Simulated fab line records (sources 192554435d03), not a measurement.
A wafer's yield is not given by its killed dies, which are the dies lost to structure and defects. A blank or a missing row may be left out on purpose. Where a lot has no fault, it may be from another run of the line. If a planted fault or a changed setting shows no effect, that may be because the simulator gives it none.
A single fault, viewed from 3 desks | flow n5-finfet | numbers are kept per desk, each desk with only its own; the story behind them comes last

## TOOL OWNER'S DESK, rie-si-03
The tool's own readings at N5_FIN_SAQP_MANDREL_ETCH_22 (etches a-Si in HBr/Cl2, stops on SiNx, target depth 60 nm, bt time 10 s, time 30 s): means of the sampled wafers that have a number, for each lot that ran on this tool. Any lot whose mean is over 4 standard deviations away from the usual mean is out of limits and marked OUT; that distance is given in the brackets.
Columns: A = drypump-motor-current-A at N5_FIN_SAQP_MANDREL_ETCH_22, usual 5.6 A; B = oes-product-au at N5_FIN_SAQP_MANDREL_ETCH_22, usual 0.774 a.u.; C = throttle-valve-pct at N5_FIN_SAQP_MANDREL_ETCH_22, usual 35.51 %
lot  | first seen here | A   | B     | C
L464 | day 2 16:10     | 5.1 | 0.772 | 35.65
L465 | day 3 00:55     | 5.6 | 0.766 | 35.35
L466 | day 3 03:47     | 5.5 | 0.761 | 35.59
L474 | day 5 05:24     | 5.6 | 0.772 | 35.34
L475 | day 5 10:08     | 5.4 | 0.783 | 35.28
L476 | day 5 15:48     | 5.1 | 0.788 | 35.36
L477 | day 6 00:59     | 5.1 | 0.781 | 35.63
L481 | day 7 12:55     | 5.2 | 0.785 | 35.52
This desk's verdict: no lot among the 8 shows anything out of limits.

## THE DEFECT DESK
Lot by lot, what the route's inspections counted, given as the mean of those sampled wafers with a number. Any lot whose mean is over 4 standard deviations away from the usual mean is out of limits and marked OUT; that distance is given in the brackets.
Columns: A = raw-defect-count at N5_FIN_SAQP_INSPECT_40, usual 221; B = raw-defect-count at N5_FIN_CUT_INSPECT_10, usual 41
lot  | first seen here | A              | B
L463 | day 2 13:31     | 242            | 63
L464 | day 2 21:41     | 204            | 37
L465 | day 3 04:50     | 189            | 29
L466 | day 3 07:53     | 250            | 45
L474 | day 5 09:15     | 241            | 43
L475 | day 5 14:19     | 214            | 37
L476 | day 5 20:35     | 1606 (+24) OUT | 1326 (+99 or more) OUT
L477 | day 6 08:08     | 1448 (+22) OUT | 1325 (+99 or more) OUT
L480 | day 7 10:20     | 224            | 42
L481 | day 7 18:14     | 1491 (+22) OUT | 1305 (+99 or more) OUT
L484 | day 7 23:16     | 212            | 44
This desk finds L476, L477, L481 out of limits, L476 being first, at day 5 20:35 (raw-defect-count at N5_FIN_SAQP_INSPECT_40). In limits: L463, L464, L465, L466, L474, L475, L480, L484.

## METROLOGY DESK
What the gauges read, lot by lot, whatever tool the lot ran on: means of the sampled wafers that have a number. Any lot whose mean is over 4 standard deviations away from the usual mean is out of limits and marked OUT; that distance is given in the brackets.
Columns: A = trench-depth-nm at N5_FIN_SAQP_OCD_MEAS_76, usual 119.5 nm
lot  | first seen here | A
L463 | day 2 13:29     | 120.2
L464 | day 2 21:40     | 120.3
L465 | day 3 04:49     | 118.6
L466 | day 3 07:52     | 119.9
L474 | day 5 09:13     | 118.6
L475 | day 5 14:17     | 119.9
L476 | day 5 20:34     | 118.3
L477 | day 6 08:06     | 119.7
L480 | day 7 10:18     | 119.0
L481 | day 7 18:12     | 119.0
L484 | day 7 23:14     | 119.7
This desk's verdict: no lot among the 11 shows anything out of limits.

## TAKEN TOGETHER
The defect desk could have raised an alarm at day 5 20:35, on L476, L477, L481.
The tool owner's desk saw nothing out of limits.
Nothing out of limits was seen by the metrology desk.
Tool owner's desk: L476, L477, L481 on record, inside its limits.
The metrology desk has L476, L477, L481 on record, within its limits.
Of the lots named, all ran N5_FIN_SAQP_MANDREL_ETCH_22 on rie-si-03.

## WHAT THE SIMULATOR PUT IN
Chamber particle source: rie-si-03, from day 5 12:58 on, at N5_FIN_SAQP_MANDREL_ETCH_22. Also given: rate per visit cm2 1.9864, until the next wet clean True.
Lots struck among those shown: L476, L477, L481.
Hours from the fault's start to each desk's first reading out of limits: the defect desk, 8.
